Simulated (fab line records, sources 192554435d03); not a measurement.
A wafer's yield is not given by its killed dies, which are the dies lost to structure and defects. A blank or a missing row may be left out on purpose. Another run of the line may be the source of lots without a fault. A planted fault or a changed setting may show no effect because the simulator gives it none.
What tool caused it? | flow n5 finfet | 11 lots, 33 wafers sampled, at 4 steps of a route of 1938

== WHAT THE GAUGES READ, wafer by wafer ==
N5_BEOL_M2_CD_MEAS_28: target cd 26.2 nm, target cd y 24.1 nm. Usual: 26.23 nm for cd nm, sd 0.22.
lot  | measured     | on        | cd nm (nm)        | flag
L325 | day 7 15:58  | cd sem-02 | 26.24 26.44 26.15 |
L326 | day 7 17:47  | cd sem-02 | 26.12 25.99 26.19 |
L332 | day 9 02:19  | cd sem-02 | 26.17 26.46 26.47 |
L335 | day 9 18:35  | cd sem-01 | 26.18 26.12 26.05 |
L337 | day 10 16:01 | cd sem-02 | 26.33 26.06 26.57 |
L338 | day 10 18:56 | cd sem-02 | 26.17 26.27 26.19 |
L339 | day 11 11:36 | cd sem-03 | 26.34 26.39 26.21 |
L341 | day 11 17:44 | cd sem-02 | 25.95 25.87 26.41 |
L342 | day 12 06:16 | cd sem-02 | 26.58 26.47 26.43 |
L344 | day 12 11:58 | cd sem-01 | 26.69 26.23 26.07 |
L345 | day 12 12:54 | cd sem-02 | 26.17 26.35 25.80 |

N5_BEOL_M4_RC_MEAS_101. Usual: DIBL_N 36.4 mV/V, standard deviation 1.4; DIBL_P 36.4 mV/V, standard deviation 1.5; IOFF_N 0.156 nA/um, standard deviation 0.022; IOFF_P 0.210 nA/um, standard deviation 0.023; ION_N 675 uA/um, standard deviation 9.1; ION_P 463 uA/um, standard deviation 5.7; SS_N 71.6 mV/dec, standard deviation 0.45; SS_P 73.3 mV/dec, standard deviation 0.56; VT_N 250 mV, standard deviation 3.1; VT_P -250.3 mV, standard deviation 2.3.
lot  | measured     | on        | DIBL_N (mV/V)  | DIBL_P (mV/V)  | IOFF_N (nA/um)    | IOFF_P (nA/um)    | ION_N (uA/um) | ION_P (uA/um) | SS_N (mV/dec)  | SS_P (mV/dec)  | VT_N (mV)   | VT_P (mV)            | flag
L325 | day 9 12:20  | prober-01 | 36.2 36.3 35.1 | 35.6 34.6 34.0 | 0.170 0.162 0.144 | 0.205 0.180 0.169 | 681 673 677   | 461 455 454   | 72.0 71.7 71.5 | 73.3 73.7 73.6 | 244 249 250 | -249.8 -252.2 -253.3 |
L326 | day 10 05:55 | prober-01 | 34.3 34.1 35.5 | 35.6 34.4 36.1 | 0.126 0.120 0.141 | 0.196 0.192 0.218 | 674 677 673   | 469 472 472   | 70.8 71.4 71.5 | 72.6 72.4 73.1 | 250 254 248 | -251.6 -249.2 -245.6 |
L332 | day 11 17:06 | prober-02 | 37.6 38.0 37.2 | 37.8 38.8 37.7 | 0.163 0.179 0.159 | 0.190 0.210 0.185 | 677 678 670   | 453 461 452   | 72.0 72.1 71.9 | 73.5 73.9 73.5 | 249 250 249 | -252.8 -250.8 -255.0 |
L335 | day 12 11:01 | prober-01 | 39.9 36.8 38.7 | 36.8 32.7 35.2 | 0.185 0.114 0.155 | 0.245 0.179 0.214 | 683 657 676   | 464 461 465   | 70.8 70.9 71.2 | 73.8 72.2 73.6 | 248 254 250 | -249.2 -251.9 -249.4 |
L341 | day 13 23:07 | prober-02 | 34.7 34.6 33.9 | 36.0 35.4 34.7 | 0.134 0.130 0.116 | 0.192 0.187 0.168 | 678 661 665   | 465 459 456   | 71.1 71.7 71.0 | 72.3 72.1 72.4 | 252 251 254 | -251.0 -251.1 -252.2 |
L342 | day 14 03:29 | prober-02 | 35.8 34.8 35.5 | 35.7 34.3 35.9 | 0.152 0.131 0.142 | 0.211 0.188 0.224 | 673 672 673   | 468 465 467   | 71.3 71.2 71.6 | 73.6 73.3 73.2 | 252 251 252 | -248.7 -250.2 -248.7 |
L344 | day 14 15:42 | prober-02 | 37.2 36.8 35.9 | 38.6 37.0 35.9 | 0.187 0.166 0.152 | 0.259 0.228 0.212 | 685 671 675   | 477 465 467   | 72.3 72.1 71.6 | 73.5 74.1 73.8 | 246 248 249 | -249.3 -249.0 -250.1 |
L345 | day 15 06:20 | prober-02 | 37.0 35.1 36.8 | 38.0 36.5 38.2 | 0.164 0.139 0.174 | 0.233 0.205 0.235 | 669 669 676   | 468 465 467   | 71.6 71.4 71.8 | 73.6 72.4 72.8 | 250 252 249 | -249.7 -248.6 -249.1 |

== TOOL THAT RAN EACH LOT (tool first, then ch and the chambers of the sampled wafers, then the start) ==
lot  | N5_BEOL_M2_ETCH_41                 | N5_BEOL_M2_PRE_CLEAN_45
L325 | rie diel-02 ch 0,2, day 8 02:16    | pvd sputter-02, day 8 03:04
L326 | rie diel-02 ch 1,2, day 8 18:22    | pvd sputter-01, day 8 20:32
L332 | rie diel-03 ch 0,1,2, day 9 23:52  | pvd sputter-03, day 10 00:49
L335 | rie diel-03 ch 1,2,3, day 10 05:21 | pvd sputter-02, day 10 06:05
L337 | rie diel-02 ch 2,3, day 10 21:05   | pvd sputter-03, day 10 21:29
L338 | rie diel-05 ch 0,1, day 11 10:05   | pvd sputter-03, day 11 10:46
L339 | rie diel-02 ch 0,1,3, day 11 18:59 | pvd sputter-03, day 11 19:48
L341 | rie diel-05 ch 0,1,3, day 12 12:07 | pvd sputter-02, day 12 12:33
L342 | rie diel-02 ch 1,2,3, day 12 16:37 | pvd sputter-03, day 12 17:06
L344 | rie diel-05 ch 1,2,3, day 13 00:55 | pvd sputter-03, day 13 01:17
L345 | rie diel-02 ch 1,2, day 13 05:02   | pvd sputter-03, day 13 05:32
- N5_BEOL_M2_ETCH_41: etches SiCN in CH3F/O2, target depth 29.9 nm, time 52.5 s.
- N5_BEOL_M2_PRE_CLEAN_45: time 30 s.

== WHAT THE TOOLS THEMSELVES READ (means of the sampled wafers that have a number; where no wafer has one, the mark that the record gives instead) ==
N5_BEOL_M2_ETCH_41. Usual: CH3F_flow_sccm 29.99 sccm, standard deviation 0.096; O2_flow_sccm 19.99 sccm, standard deviation 0.059; drypump motor current A 5.8 A, standard deviation 0.53; oes product au 0.80 a.u., standard deviation 0.075; rf vpp V 298.0 V, standard deviation 1.7; showerhead plenum p Torr 2.04 Torr, standard deviation 0.068; throttle valve pct 16.31 %, standard deviation 0.19.
lot  | tool        | CH3F_flow_sccm (sccm) | O2_flow_sccm (sccm) | drypump motor current A (A) | oes product au (a.u.) | rf vpp V (V) | showerhead plenum p Torr (Torr) | throttle valve pct (%) | flag
L325 | rie diel-02 | 30.08                 | 19.98               | 6.0                         | 0.71                  | 295.9        | 1.95                            | 16.60                  |
L326 | rie diel-02 | 29.97                 | 19.99               | 5.7                         | 0.75                  | 295.2        | 1.91                            | 16.52                  |
L332 | rie diel-03 | 29.98                 | 19.97               | 6.3                         | 0.82                  | 299.2        | 2.08                            | 16.16                  |
L335 | rie diel-03 | 30.01                 | 20.05               | 6.2                         | 0.78                  | 298.2        | 2.06                            | 16.30                  |
L337 | rie diel-02 | -                     | -                   | -                           | -                     | -            | -                               | -                      | OFF
L338 | rie diel-05 | -                     | -                   | -                           | -                     | -            | -                               | -                      | OFF
L339 | rie diel-02 | -                     | -                   | -                           | -                     | -            | -                               | -                      | OFF
L341 | rie diel-05 | 30.06                 | 20.06               | 5.7                         | 0.75                  | 297.3        | 2.03                            | 16.44                  |
L342 | rie diel-02 | 29.99                 | 19.91               | 5.6                         | 0.85                  | 298.0        | 2.05                            | 16.33                  |
L344 | rie diel-05 | 30.02                 | 19.95               | 5.7                         | 0.81                  | 297.6        | 2.01                            | 16.19                  |
L345 | rie diel-02 | 29.92                 | 19.97               | 5.7                         | 0.87                  | 298.6        | 2.07                            | 16.26                  |

N5_BEOL_M2_PRE_CLEAN_45. Usual: 326 W for heater power w, sd 16.
lot  | tool           | heater power w (W) | flag
L325 | pvd sputter-02 | 326                |
L326 | pvd sputter-01 | 295                |
L332 | pvd sputter-03 | 333                |
L335 | pvd sputter-02 | 324                |
L337 | pvd sputter-03 | 328                |
L338 | pvd sputter-03 | 333                |
L339 | pvd sputter-03 | 332                |
L341 | pvd sputter-02 | 321                |
L342 | pvd sputter-03 | 329                |
L344 | pvd sputter-03 | 334                |
L345 | pvd sputter-03 | 325                |

== THE ANSWER, worked out from the rows above alone ==
Rule: a lot counts as off when the mean over its wafers that have a number is more than 3 standard deviations away from the usual mean. Also off: a lot with no number at a reading for which 4 or more lots have one. Where the step has rows for the other lots, those lots are counted as sound. The gauges are gone through in route order, then the tools' own readings, and for those a lot's mean is taken as printed above. At the first step where some lot is off, the reading lying furthest off is the one used; lots without a number count as furthest.
Off: L337, L338, L339, at N5_BEOL_M2_ETCH_41 (CH3F_flow_sccm). Without a number there: L337, L338, L339.
If a tool, at that step or one of the process steps before it, ran each lot that is off and ran no sound lot following the first of them, it fits. None of those tried fits.

== WHAT HAD BEEN PUT IN BY THE SIMULATOR ==
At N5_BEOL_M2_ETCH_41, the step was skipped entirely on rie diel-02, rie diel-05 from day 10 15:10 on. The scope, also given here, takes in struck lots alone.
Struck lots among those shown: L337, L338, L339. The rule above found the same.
